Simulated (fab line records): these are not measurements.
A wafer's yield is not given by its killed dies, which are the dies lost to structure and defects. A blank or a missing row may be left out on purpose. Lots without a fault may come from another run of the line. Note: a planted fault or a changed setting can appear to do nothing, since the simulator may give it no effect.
fab line records -- flow n5_finfet
[record] lots = 7, wafers = 39
route steps=1938 shown BEOL_M11@1578 BEOL_M14@1762
start_h: the number of hours between the record's first day and the start of the first shown wafer of the lot -- wait_h: hours from the lot's prior step to this one -- " identical to the entry in the row above -- L1.1+2: several wafers, shown together as one row -- - no value, or no start given -- * or withheld: withheld -- < > ~ a bound
route shown NAME@n: names a module that has steps shown in the file, with the first one's number in the route -- usual: the fault-free wafers' mean and standard deviation -- same: alike in all rows -- chamber/n: place in a boat -- sites: the reading at each site -- _std_site: the standard deviation of these -- _edge_site: mean of outer sites minus mean of inner sites -- radius_mm: for every site, how far away it sits from the centre of the wafer -- mask NAME#n: copy n -- behind: the last tool/chamber to shape the wafer -- hold: the reason the lot was held/the length of the hold in hours/how it ended -- device: the transistor (n, p or np) that didn't switch -- end of line: at the end of the route, the tests of the same wafers -- a step without rows: its recipe alone -- killed: dies that structure and defects cost at the first sort, which is not the same as the wafer's yield -- map: per-die view of a wafer (x killed, . not killed, _ where there is no die)
set.NAME: setting as actually run; set.NAME@STEP: the setting as run at that earlier step -- model.NAME: the simulator's own value behind a step, which no gauge read
lots run with intentionally changed settings; tables by step, rows by wafer
[[steps]]
[step N5_BEOL_M11_TRENCH_ETCH_37]
[recipe] chemistry = C4F6/O2, target_depth_a = 1488.3, target = SiCOH_lowk, time_s = 48, ion_energy_ev = 250, pressure_mtorr = 30, source_w = 345, bias_w = 185, Ar_flow_sccm = 300, C4F6_flow_sccm = 10, O2_flow_sccm = 10
lot.wafer,tool,chamber,start_h,wait_h,set.time_s,model.BEOL_M11.feature_depth_nm,model.etch.depth_nm,model.TiN_of_BEOL_M11_HM_DEP_02.thk_nm
L076.1,rie_diel-02,2,-,-,74.38,221.4,221.5,14.4
L076.2,rie_diel-02,0,-,-,48,147,147,16
L076.3,rie_diel-02,1,-,-,48,147.8,147.8,16.2
L076.4,rie_diel-02,3,-,-,74.38,224.6,224.6,13.8
L076.5,rie_diel-02,3,-,-,48,146,146,16.4
L076.6,rie_diel-02,0,-,-,74.38,225.8,225.9,13.4
L079.1+3,rie_diel-02,"0,1",-,-,48,148.4,148.4,16
L079.2,rie_diel-02,2,-,-,70.68,211.2,211.1,14
L079.4,rie_diel-02,3,-,-,70.68,217.6,217.7,14
L079.5,rie_diel-02,3,-,-,48,148,147.9,15.8
L079.6,rie_diel-02,2,-,-,70.68,210.2,210.1,14
L082.2,rie_diel-02,3,-,-,48,146.2,146.1,16.2
L082.3,rie_diel-02,0,-,-,48,148.2,148.3,16
L082.5,rie_diel-02,2,-,-,48,143.4,143.5,16.2
L086.1,rie_diel-06,1,-,-,48,148.2,148.3,16.4
L086.2,rie_diel-06,0,-,-,48,148.8,148.8,15.6
L086.3,rie_diel-06,2,-,-,48,153.4,153.4,15.8
L086.4,rie_diel-06,3,-,-,48,150.4,150.4,15.6
L086.5,rie_diel-06,3,-,-,48,149.8,149.8,16
L086.6,rie_diel-06,0,-,-,48,147.2,147.2,15.6
L091.1,rie_diel-06,0,-,-,48,149.2,149.2,16
L091.2,rie_diel-06,1,-,-,37.62,115.8,115.8,17
L091.3,rie_diel-06,2,-,-,48,154,153.9,15.8
L091.4,rie_diel-06,3,-,-,48,149,149,15.8
L091.5,rie_diel-06,0,-,-,37.62,116.6,116.7,16.8
L091.6,rie_diel-06,3,-,-,37.62,116.2,116.1,17
L092.1,rie_diel-06,2,-,-,48,153.2,153.2,15.6
L092.2,rie_diel-06,3,-,-,36.23,111.8,111.8,16.6
L092.3,rie_diel-06,0,-,-,36.23,111.4,111.3,16.6
L092.4,rie_diel-06,1,-,-,36.23,111,111,16.6
L092.5+6,rie_diel-06,"3,0",-,-,48,148.8,148.8,15.6
L093.1,rie_diel-06,2,-,-,48,153.4,153.3,15.8
L093.2,rie_diel-06,1,-,-,66.73,202.8,202.7,14.6
L093.3,rie_diel-06,0,-,-,48,146,146,16
L093.4,rie_diel-06,2,-,-,48,153.2,153.3,16
L093.5,rie_diel-06,1,-,-,66.73,203.8,203.7,14.6
L093.6,rie_diel-06,0,-,-,66.73,205.4,205.5,14.4
[step N5_BEOL_M11_ETCH_41]
[recipe] chemistry = CH3F/O2, target = SiCN, target_depth_a = 426, taper_deg = 2, time_s = 86, ion_energy_ev = 120, mask_material = TiN, pressure_mtorr = 30, source_w = 395, bias_w = 75, Ar_flow_sccm = 150, CH3F_flow_sccm = 30, O2_flow_sccm = 20
[step N5_BEOL_M11_STRIP_77]
[recipe] chemistry = N2/H2, time_s = 10, power_w = 450, temp_c = 40, pressure_mtorr = 20, rf_frequency_hz = 6e+07, bias_power_w = 7, n2_flow_sccm = 200, h2_flow_sccm = 200
[step N5_BEOL_M11_OCD_MEAS_38]
[usual] trench_depth_nm = 147/3.1
lot.wafer,tool,chamber,start_h,wait_h,set.time_s@BEOL_M11_TRENCH_ETCH_37,trench_depth_nm
L076.1,ocd-02,-,231.13,-,74.38,222
L076.2,ocd-02,-,231.13,-,48,147
L076.3,ocd-02,-,231.13,-,48,148
L076.4,ocd-02,-,231.13,-,74.38,224
L076.5,ocd-02,-,231.13,-,48,146
L076.6,ocd-02,-,231.13,-,74.38,226
L079.1,ocd-01,-,254.50,-,48,149
L079.2,ocd-01,-,254.50,-,70.68,211
L079.3,ocd-01,-,254.50,-,48,148
L079.4,ocd-01,-,254.50,-,70.68,218
L079.5,ocd-01,-,254.50,-,48,148
L079.6,ocd-01,-,254.50,-,70.68,210
L082.2,ocd-01,-,265.75,-,48,146
L082.3,ocd-01,-,265.75,-,48,149
L082.5,ocd-01,-,265.75,-,48,143
L086.1,ocd-02,-,287.78,-,48,149
L086.2,ocd-02,-,287.78,-,48,149
L086.3,ocd-02,-,287.78,-,48,153
L086.4,ocd-02,-,287.78,-,48,151
L086.5,ocd-02,-,287.78,-,48,150
L086.6,ocd-02,-,287.78,-,48,147
L091.1,ocd-02,-,324.98,-,48,149
L091.2,ocd-02,-,324.98,-,37.62,115
L091.3,ocd-02,-,324.98,-,48,154
L091.4,ocd-02,-,324.98,-,48,149
L091.5,ocd-02,-,324.98,-,37.62,117
L091.6,ocd-02,-,324.98,-,37.62,116
L092.1,ocd-01,-,332.56,-,48,154
L092.2,ocd-01,-,332.56,-,36.23,112
L092.3,ocd-01,-,332.56,-,36.23,111
L092.4,ocd-01,-,332.56,-,36.23,111
L092.5,ocd-01,-,332.56,-,48,149
L092.6,ocd-01,-,332.56,-,48,149
L093.1,ocd-02,-,339.60,-,48,153
L093.2,ocd-02,-,339.60,-,66.73,203
L093.3,ocd-02,-,339.60,-,48,146
L093.4,ocd-02,-,339.60,-,48,153
L093.5,ocd-02,-,339.60,-,66.73,204
L093.6,ocd-02,-,339.60,-,66.73,205
[step N5_BEOL_M11_HM_STRIP_39]
[recipe] chemistry = peroxide_tin_strip, material = TiN, target_depth_a = 250, temp_c = 50, time_s = 158
[step N5_BEOL_M11_SRD_40]
[recipe] time_s = 30, temp_c = 23, rinse_liquid = diw, dry = ipa_marangoni
[step N5_BEOL_M11_ECD_50]
[recipe] material = Cu, target_thk_a = 3180
[step N5_BEOL_M11_ANNEAL_51]
[recipe] temp_c = 225, time_s = 90, ambient = N2
[step N5_BEOL_M11_CMP_52]
[recipe] stop_on = SiCOH_lowk, t_overpolish_s = 7, down_force_psi = 1, platen_rpm = 50, clearing_platen_down_force_psi = 1.5, clearing_platen_rpm = 50, post_cmp_clean = cu_alkaline, target_thk_nm = 140, clearing_platen_pad_velocity_m_s = 0.99484, pad_velocity_m_s = 0.99484
lot.wafer,tool,chamber,start_h,wait_h,set.time_s@BEOL_M11_TRENCH_ETCH_37,model.Cu_of_BEOL_M11_ECD_50.thk_nm
L076.2,cmp-03,3,234.89,0.2,48,134.4
L076.1,cmp-03,0,234.89,0.2,74.38,214.4
L076.4,cmp-03,1,234.89,0.2,74.38,214
L076.3,cmp-03,2,234.89,0.2,48,136.8
L076.5,cmp-03,3,234.89,0.2,48,135
L076.6,cmp-03,0,234.89,0.2,74.38,217.6
L079.1+5,cmp-02,0,257.34,0.3,48,138.8
L079.4,cmp-02,1,257.34,0.3,70.68,210
L079.2,cmp-02,2,257.34,0.3,70.68,201.4
L079.3,cmp-02,3,257.34,0.3,48,141.2
L079.6,cmp-02,1,257.34,0.3,70.68,203
L082.2,cmp-02,3,269.34,0.2,48,137.8
L082.3,cmp-02,0,269.34,0.2,48,138.8
L082.5,cmp-02,0,269.34,0.2,48,134.4
L086.2+6,cmp-03,2,290.04,0.2,48,137.8
L086.4,cmp-03,3,290.04,0.2,48,140.6
L086.3,cmp-03,0,290.04,0.2,48,145.2
L086.1,cmp-03,1,290.04,0.2,48,137.2
L086.5,cmp-03,3,290.04,0.2,48,138.6
L091.1,cmp-03,1,327.99,0.3,48,139.2
L091.3,cmp-03,2,327.99,0.3,48,144.6
L091.2,cmp-03,3,327.99,0.3,37.62,104.2
L091.4,cmp-03,0,327.99,0.3,48,140.2
L091.5,cmp-03,1,327.99,0.3,37.62,105.6
L091.6,cmp-03,2,327.99,0.3,37.62,106
L092.3,cmp-04,3,334.59,0.2,36.23,103.4
L092.2,cmp-04,0,334.59,0.2,36.23,100.8
L092.4,cmp-04,1,334.59,0.2,36.23,101.6
L092.1,cmp-04,2,334.59,0.2,48,145.4
L092.5,cmp-04,3,334.59,0.2,48,140.6
L092.6,cmp-04,0,334.59,0.2,48,138
L093.3,cmp-03,2,343.41,0.2,48,136
L093.2,cmp-03,3,343.41,0.2,66.73,190
L093.1,cmp-03,0,343.41,0.2,48,145.4
L093.4,cmp-03,1,343.41,0.2,48,143.8
L093.5,cmp-03,2,343.41,0.2,66.73,192.6
L093.6,cmp-03,3,343.41,0.2,66.73,194.8
[step N5_BEOL_M11_THK_MEAS_53]
[recipe] thk_meas_gauge = xrf, reads = Cu_of_BEOL_M11_ECD_50
[usual] M11_THK = 139/3.4
lot.wafer,tool,chamber,start_h,wait_h,set.time_s@BEOL_M11_TRENCH_ETCH_37,M11_THK[nm]
L076.1,film_metro-02,-,235.18,-,74.38,216
L076.2,film_metro-02,-,235.18,-,48,135
L076.3,film_metro-02,-,235.18,-,48,137
L076.4,film_metro-02,-,235.18,-,74.38,214
L076.5,film_metro-02,-,235.18,-,48,135
L076.6,film_metro-02,-,235.18,-,74.38,218
L079.1,film_metro-02,-,257.63,-,48,141
L079.2,film_metro-02,-,257.63,-,70.68,205
L079.3,film_metro-02,-,257.63,-,48,144
L079.4,film_metro-02,-,257.63,-,70.68,214
L079.5,film_metro-02,-,257.63,-,48,142
L079.6,film_metro-02,-,257.63,-,70.68,207
L082.2,film_metro-02,-,269.64,-,48,140
L082.3,film_metro-02,-,269.64,-,48,141
L082.5,film_metro-02,-,269.64,-,48,136
L086.1,film_metro-02,-,290.33,-,48,138
L086.2,film_metro-02,-,290.33,-,48,138
L086.3,film_metro-02,-,290.33,-,48,146
L086.4,film_metro-02,-,290.33,-,48,142
L086.5,film_metro-02,-,290.33,-,48,140
L086.6,film_metro-02,-,290.33,-,48,138
L091.1,film_metro-01,-,328.28,-,48,139
L091.2,film_metro-01,-,328.28,-,37.62,104
L091.3,film_metro-01,-,328.28,-,48,144
L091.4,film_metro-01,-,328.28,-,48,141
L091.5,film_metro-01,-,328.28,-,37.62,106
L091.6,film_metro-01,-,328.28,-,37.62,106
L092.1,film_metro-02,-,334.88,-,48,145
L092.2,film_metro-02,-,334.88,-,36.23,101
L092.3,film_metro-02,-,334.88,-,36.23,103
L092.4,film_metro-02,-,334.88,-,36.23,102
L092.5,film_metro-02,-,334.88,-,48,141
L092.6,film_metro-02,-,334.88,-,48,139
L093.1,film_metro-01,-,343.71,-,48,146
L093.2,film_metro-01,-,343.71,-,66.73,192
L093.3,film_metro-01,-,343.71,-,48,137
L093.4,film_metro-01,-,343.71,-,48,144
L093.5,film_metro-01,-,343.71,-,66.73,194
L093.6,film_metro-01,-,343.71,-,66.73,197
[step N5_BEOL_M11_PRE_CLEAN_55]
[recipe] gas = NH3, time_s = 15, temp_c = withheld, rf_power_w = 300
[step N5_BEOL_M11_DEP_56]
[recipe] material = SiCN, target_thk_a = 300, temp_c = withheld, precursor = 3MS/NH3, pressure_torr = 3, rf_w = 675, time_s = 10.5
[step N5_BEOL_M11_RS_MEAS_57]
[recipe] thk_meas_gauge = four-point-probe, reads = Cu_of_BEOL_M11_ECD_50+Co_of_BEOL_M11_CVD_75+TaN_of_BEOL_M11_ALD_74
[usual] M11_RS = 0.153/0.0042
lot.wafer,tool,chamber,start_h,wait_h,set.time_s@BEOL_M11_TRENCH_ETCH_37,M11_RS[ohm/sq]
L076.1,film_metro-01,-,235.31,0.0,74.38,0.095
L076.2,film_metro-01,-,235.31,0.0,48,0.158
L076.3,film_metro-01,-,235.31,0.0,48,0.154
L076.4,film_metro-01,-,235.31,0.0,74.38,0.095
L076.5,film_metro-01,-,235.31,0.0,48,0.157
L076.6,film_metro-01,-,235.31,0.0,74.38,0.093
L079.1,film_metro-01,-,257.76,0.0,48,0.152
L079.2,film_metro-01,-,257.76,0.0,70.68,0.102
L079.3,film_metro-01,-,257.76,0.0,48,0.149
L079.4,film_metro-01,-,257.76,0.0,70.68,0.097
L079.5,film_metro-01,-,257.76,0.0,48,0.152
L079.6,film_metro-01,-,257.76,0.0,70.68,0.101
L082.2,film_metro-02,-,269.76,0.0,48,0.154
L082.3,film_metro-02,-,269.76,0.0,48,0.152
L082.5,film_metro-02,-,269.76,0.0,48,0.157
L086.1,film_metro-01,-,290.45,0.0,48,0.154
L086.2,film_metro-01,-,290.45,0.0,48,0.153
L086.3,film_metro-01,-,290.45,0.0,48,0.145
L086.4,film_metro-01,-,290.45,0.0,48,0.150
L086.5,film_metro-01,-,290.45,0.0,48,0.152
L086.6,film_metro-01,-,290.45,0.0,48,0.153
L091.1,film_metro-01,-,328.41,0.0,48,0.152
L091.2,film_metro-01,-,328.41,0.0,37.62,0.210
L091.3,film_metro-01,-,328.41,0.0,48,0.145
L091.4,film_metro-01,-,328.41,0.0,48,0.151
L091.5,film_metro-01,-,328.41,0.0,37.62,0.207
L091.6,film_metro-01,-,328.41,0.0,37.62,0.206
L092.1,film_metro-01,-,335.01,0.0,48,0.145
L092.2,film_metro-01,-,335.01,0.0,36.23,0.218
L092.3,film_metro-01,-,335.01,0.0,36.23,0.212
L092.4,film_metro-01,-,335.01,0.0,36.23,0.216
L092.5,film_metro-01,-,335.01,0.0,48,0.150
L092.6,film_metro-01,-,335.01,0.0,48,0.153
L093.1,film_metro-01,-,343.83,0.0,48,0.144
L093.2,film_metro-01,-,343.83,0.0,66.73,0.108
L093.3,film_metro-01,-,343.83,0.0,48,0.156
L093.4,film_metro-01,-,343.83,0.0,48,0.147
L093.5,film_metro-01,-,343.83,0.0,66.73,0.107
L093.6,film_metro-01,-,343.83,0.0,66.73,0.105
[step N5_BEOL_M14_SPUTTER_43]
[recipe] material = TaN, target_thk_a = 150, temp_c = 50, bias_v = 168.6, power_w = 15000, chamber_pressure_pa = 0.12, time_s = 24.19
lot.wafer,tool,chamber,start_h,wait_h,set.target_thk_a,model.TaN_of_BEOL_M14_SPUTTER_43.thk_nm
L076.1+5+6,pvd_sputter-01,-,250.84,0.0,99.46,9.8
L076.2+4,pvd_sputter-01,-,250.84,0.0,150,15
L076.3,pvd_sputter-01,-,250.84,0.0,150,15.4
L079.1+5+6,pvd_sputter-03,-,277.30,0.0,150,15
L079.2+3,pvd_sputter-03,-,277.30,0.0,194.1,19.4
L079.4,pvd_sputter-03,-,277.30,0.0,194.1,19.8
L082.2,pvd_sputter-02,-,285.02,0.0,150,15
L082.3,pvd_sputter-02,-,285.02,0.0,150,14.8
L082.5,pvd_sputter-02,-,285.02,0.0,150,14.4
L086.1,pvd_sputter-03,-,305.22,0.0,150,15
L086.2+6,pvd_sputter-03,-,305.22,0.0,109.2,11.2
L086.3,pvd_sputter-03,-,305.22,0.0,150,15.4
L086.4,pvd_sputter-03,-,305.22,0.0,150,15.2
L086.5,pvd_sputter-03,-,305.22,0.0,109.2,11.4
L091.1,pvd_sputter-03,-,349.96,0.0,73.15,7.6
L091.2,pvd_sputter-03,-,349.96,0.0,150,15.2
L091.3,pvd_sputter-03,-,349.96,0.0,150,15.6
L091.4,pvd_sputter-03,-,349.96,0.0,73.15,7.4
L091.5,pvd_sputter-03,-,349.96,0.0,73.15,7.8
L091.6,pvd_sputter-03,-,349.96,0.0,150,15.4
L092.1,pvd_sputter-01,-,350.10,0.0,150,15
L092.2,pvd_sputter-01,-,350.10,0.0,150,15.2
L092.3,pvd_sputter-01,-,350.10,0.0,201.1,20.2
L092.4+6,pvd_sputter-01,-,350.10,0.0,201.1,20.4
L092.5,pvd_sputter-01,-,350.10,0.0,150,15.4
L093.1+4,pvd_sputter-01,-,361.35,0.0,150,15.2
L093.2+5,pvd_sputter-01,-,361.35,0.0,150,15.4
L093.3+6,pvd_sputter-01,-,361.35,0.0,150,15
[step N5_BEOL_M14_SPUTTER_44]
[recipe] material = Ta, target_thk_a = 150, temp_c = 50, bias_v = 80, power_w = 15000, chamber_pressure_pa = 0.07, time_s = 24.19
[step N5_BEOL_M14_SPUTTER_45]
[recipe] material = Cu, target_thk_a = 1000, temp_c = -20, bias_v = 60, power_w = 26000, chamber_pressure_pa = 0.13, time_s = 16.67
[step N5_BEOL_M14_ECD_47]
[recipe] material = Cu, target_thk_a = 12480
[step N5_BEOL_M14_ANNEAL_48]
[recipe] temp_c = 225, time_s = 90, ambient = N2
[step N5_BEOL_M14_CMP_49]
[recipe] stop_on = SiO2, t_overpolish_s = 5.2, down_force_psi = 2, platen_rpm = 80, clearing_platen_down_force_psi = 2, clearing_platen_rpm = 80, post_cmp_clean = cu_alkaline, target_thk_nm = 560, clearing_platen_pad_velocity_m_s = 1.5917, pad_velocity_m_s = 1.5917
[usual] barrier_field_endpoint_s = 11.38/0.29
lot.wafer,tool,chamber,start_h,wait_h,set.target_thk_a@BEOL_M14_SPUTTER_43,barrier_field_endpoint_s
L076.1,cmp-01,0,251.65,0.3,99.46,9.62
L076.4,cmp-01,1,251.65,0.3,150,11.19
L076.3,cmp-01,2,251.65,0.3,150,11.50
L076.2,cmp-01,3,251.65,0.3,150,10.94
L076.5,cmp-01,0,251.65,0.3,99.46,9.52
L076.6,cmp-01,1,251.65,0.3,99.46,9.29
L079.4,cmp-03,2,278.07,0.1,194.1,12.98
L079.3,cmp-03,3,278.07,0.1,194.1,12.55
L079.1,cmp-03,0,278.07,0.1,150,11.85
L079.2,cmp-03,1,278.07,0.1,194.1,12.85
L079.5,cmp-03,2,278.07,0.1,150,11.31
L079.6,cmp-03,3,278.07,0.1,150,10.76
L082.3,cmp-01,0,285.84,0.2,150,11.52
L082.2,cmp-01,1,285.84,0.2,150,11.28
L082.5,cmp-01,0,285.84,0.2,150,11.38
L086.2,cmp-01,1,307.34,0.2,109.2,9.87
L086.1,cmp-01,2,307.34,0.2,150,11.20
L086.3,cmp-01,3,307.34,0.2,150,11.04
L086.4,cmp-01,0,307.34,0.2,150,11.94
L086.6,cmp-01,1,307.34,0.2,109.2,9.89
L086.5,cmp-01,2,307.34,0.2,109.2,9.92
L091.3,cmp-03,0,350.72,0.2,150,11.85
L091.2,cmp-03,1,350.72,0.2,150,11.25
L091.1,cmp-03,2,350.72,0.2,73.15,8.44
L091.4,cmp-03,3,350.72,0.2,73.15,8.32
L091.6,cmp-03,0,350.72,0.2,150,12.02
L091.5,cmp-03,1,350.72,0.2,73.15,8.72
L092.1,cmp-04,2,351.02,0.3,150,11.03
L092.4,cmp-04,3,351.02,0.3,201.1,13.50
L092.3,cmp-04,0,351.02,0.3,201.1,12.98
L092.2,cmp-04,1,351.02,0.3,150,11.67
L092.5,cmp-04,2,351.02,0.3,150,11.44
L092.6,cmp-04,3,351.02,0.3,201.1,13.48
L093.1,cmp-01,0,362.13,0.3,150,11.80
L093.2,cmp-01,1,362.13,0.3,150,11.35
L093.4,cmp-01,2,362.13,0.3,150,11.18
L093.3,cmp-01,3,362.13,0.3,150,10.74
L093.6,cmp-01,0,362.13,0.3,150,11.74
L093.5,cmp-01,1,362.13,0.3,150,11.19
[[key]]
[split] step = N5_BEOL_M11_TRENCH_ETCH_37, setting = time_s, stated = 48, by = wafer
[response] step = N5_BEOL_M11_TRENCH_ETCH_37, reading = model.BEOL_M11.feature_depth_nm, change = +1.41, per = 1%, r = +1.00
[response] step = N5_BEOL_M11_TRENCH_ETCH_37, reading = model.etch.depth_nm, change = +1.41, per = 1%, r = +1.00
[response] step = N5_BEOL_M11_TRENCH_ETCH_37, reading = model.TiN_of_BEOL_M11_HM_DEP_02.thk_nm, change = -0.041, per = 1%, r = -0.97
[response] step = N5_BEOL_M11_OCD_MEAS_38, reading = trench_depth_nm, change = +1.41, per = 1%, r = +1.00
[response] step = N5_BEOL_M11_CMP_52, reading = model.Cu_of_BEOL_M11_ECD_50.thk_nm, change = +1.43, per = 1%, r = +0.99
[response] step = N5_BEOL_M11_THK_MEAS_53, reading = M11_THK, change = +1.44, per = 1%, r = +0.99
[response] step = N5_BEOL_M11_RS_MEAS_57, reading = M11_RS, shape = bent, at_lowest = 0.215, at_stated = 0.151, at_highest = 0.095
[split] step = N5_BEOL_M14_SPUTTER_43, setting = target_thk_a, stated = 150, by = wafer
[response] step = N5_BEOL_M14_SPUTTER_43, reading = model.TaN_of_BEOL_M14_SPUTTER_43.thk_nm, change = +0.152, per = 1%, r = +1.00
[response] step = N5_BEOL_M14_CMP_49, reading = barrier_field_endpoint_s, change = +0.0573, per = 1%, r = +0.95
